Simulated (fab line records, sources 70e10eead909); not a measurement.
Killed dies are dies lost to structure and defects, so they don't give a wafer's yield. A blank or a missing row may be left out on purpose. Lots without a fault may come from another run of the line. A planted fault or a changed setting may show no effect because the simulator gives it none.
Chamber matching | flow nand_harc | NHARC_A_STAIRCASE_CMP_152 on cmp-02: 4 sister chambers
The step polishes. 8 wafers are shown with their chamber, then 9 later ones without.

WAFERS WITH THEIR CHAMBER
wafer  | chamber | motor_current_A (A) | slurry_filter_dp_kPa (kPa)
L081.5 | 2       | 12.3                | 13.40
L090.2 | 2       | 12.6                | 13.45
L089.1 | 0       | 11.7                | 13.60
L089.4 | 1       | 12.7                | 13.64
L089.5 | 3       | 12.6                | 13.47
L092.3 | 3       | 12.3                | 13.39
L092.5 | 1       | 12.0                | 13.54
L092.6 | 0       | 12.2                | 13.56

WAFERS WITHOUT THEIR CHAMBER
wafer  | motor_current_A (A) | slurry_filter_dp_kPa (kPa)
L093.2 | 12.1                | 13.41
L093.4 | 12.2                | 13.41
L093.5 | 11.7                | 13.54
L096.3 | 12.4                | 13.48
L096.5 | 12.0                | 13.55
L096.6 | 12.8                | 13.27
L097.1 | 12.8                | 13.40
L097.5 | 12.1                | 13.64
L097.6 | 13.7                | 13.69

WHICH CHAMBER EACH WENT THROUGH
wafer  | from the rows above               | in truth
L093.2 | can't be placed: 2 or 3           | 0
L093.4 | can't be placed: 2 or 3           | 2
L093.5 | can't be placed: 0 or 1           | 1
L096.3 | can't be placed: 3 or 2 or 1 or 0 | 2
L096.5 | can't be placed: 0 or 1           | 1
L096.6 | can't be placed: 2 or 3           | 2
L097.1 | can't be placed: 2 or 3           | 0
L097.5 | can't be placed: 1 or 0           | 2
L097.6 | can't be placed: 1 or 0 or 3 or 2 | 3
Placed correctly: 0 of 9. Can't be placed from these rows: 9 (the true chamber is among the candidates in 6). Placed wrongly: 0.
How it was worked out, from the rows above alone: a wafer's distance from a chamber is the root of the sum, over the readings, of the square of ((its reading less the chamber's mean) divided by the reading's scatter). The wafer belongs to the nearest chamber; if the next one is less than 2 further off, it can't be placed. A chamber's mean is the mean of its shown wafers. The scatter: the root of (the sum of the squares of (reading less its chamber's mean) over the shown wafers, divided by (wafers less chambers)).
